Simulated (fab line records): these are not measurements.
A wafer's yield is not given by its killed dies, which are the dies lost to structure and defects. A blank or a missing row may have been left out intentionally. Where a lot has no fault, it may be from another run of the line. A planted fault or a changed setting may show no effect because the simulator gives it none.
Which tool was responsible? :: flow nand harc :: 6 lots with 18 wafers sampled at 5 steps, on a route of 1159 steps

## WHAT THE GAUGES READ, wafer by wafer
NHARC_END_SORT_01.
lot: L929
measured: day 21 01:05
on: prober-01
sort_bin_2_pct (%): 97.0 98.5 97.5

lot: L938
measured: day 23 13:21
on: prober-02
sort_bin_2_pct (%): 97.0 96.5 96.2

lot: L943
measured: day 24 04:56
on: prober-02
sort_bin_2_pct (%): 1.6 1.5 1.3

lot: L944
measured: day 24 11:54
on: prober-01
sort_bin_2_pct (%): 1.0 2.2 1.8

## WHAT TOOL EACH LOT RAN ON (gives the tool, then ch and the chambers of the sampled wafers, and finally the start)
lot: L923
NHARC_P_M1_CMP_23: cmp-01 ch 1,3, day 6 10:31
NHARC_P_M1_PRE_CLEAN_32: pecvd-04 ch 1,2, day 6 11:01
NHARC_P_M1_DEP_33: pecvd-04 ch 1,2, day 6 11:06
NHARC_P_M2_DEP_00: pecvd-03 ch 0,1,2, day 6 11:31

lot: L924
NHARC_P_M1_CMP_23: cmp-01 ch 0,1, day 6 21:04
NHARC_P_M1_PRE_CLEAN_32: pecvd-01 ch 0,2, day 6 21:38
NHARC_P_M1_DEP_33: pecvd-01 ch 0,2, day 6 21:43
NHARC_P_M2_DEP_00: pecvd-04 ch 0,1,2, day 6 22:10

lot: L929
NHARC_P_M1_CMP_23: cmp-04 ch 0,1,2, day 7 19:52
NHARC_P_M1_PRE_CLEAN_32: pecvd-04 ch 1,2, day 7 20:23
NHARC_P_M1_DEP_33: pecvd-04 ch 1,2, day 7 20:28
NHARC_P_M2_DEP_00: pecvd-03 ch 0,1,2, day 7 20:55

lot: L938
NHARC_P_M1_CMP_23: cmp-01 ch 0,1,2, day 10 04:40
NHARC_P_M1_PRE_CLEAN_32: pecvd-03 ch 0,1, day 10 05:13
NHARC_P_M1_DEP_33: pecvd-03 ch 0,1, day 10 05:20
NHARC_P_M2_DEP_00: pecvd-04 ch 0,2, day 10 05:47

lot: L943
NHARC_P_M1_CMP_23: cmp-04 ch 0,3, day 11 02:16
NHARC_P_M1_PRE_CLEAN_32: pecvd-04 ch 0,1,2, day 11 02:52
NHARC_P_M1_DEP_33: pecvd-04 ch 0,1,2, day 11 02:57
NHARC_P_M2_DEP_00: pecvd-04 ch 1,2, day 11 03:36

lot: L944
NHARC_P_M1_CMP_23: cmp-02 ch 0,1,2, day 11 17:15
NHARC_P_M1_PRE_CLEAN_32: pecvd-04 ch 0,1,2, day 11 17:48
NHARC_P_M1_DEP_33: pecvd-04 ch 0,1,2, day 11 17:53
NHARC_P_M2_DEP_00: pecvd-03 ch 0,1,2, day 11 18:17
- NHARC_P_M1_CMP_23: polishes, t overpolish 20 s, target thk 157.82 nm.
- NHARC_P_M1_PRE_CLEAN_32: time 12 s.
- NHARC_P_M1_DEP_33: deposits SiCN, target thk 30 nm.
- NHARC_P_M2_DEP_00: deposits SiOC, target thk 182.5 nm.

## THE ANSWER, worked out from the rows above alone
Rule: usual is defined by the lots themselves. Put in order of their means at a reading, lots are off if they are a third of the lots or fewer, leave a main group of 4 or more, and stand apart from it by a gap of 3 or more times the standard deviation of the main group's means; of several such gaps the widest counts. A main group is skipped when, at the precision printed for the reading in the tables above, its means are all equal. Also off: a lot with no number at a reading for which 4 or more lots have one. Where the step has rows for the other lots, those lots are counted as sound.
No lot is off on any of the readings shown, so nothing can be concluded from this.

## WHAT WAS PUT IN BY THE SIMULATOR
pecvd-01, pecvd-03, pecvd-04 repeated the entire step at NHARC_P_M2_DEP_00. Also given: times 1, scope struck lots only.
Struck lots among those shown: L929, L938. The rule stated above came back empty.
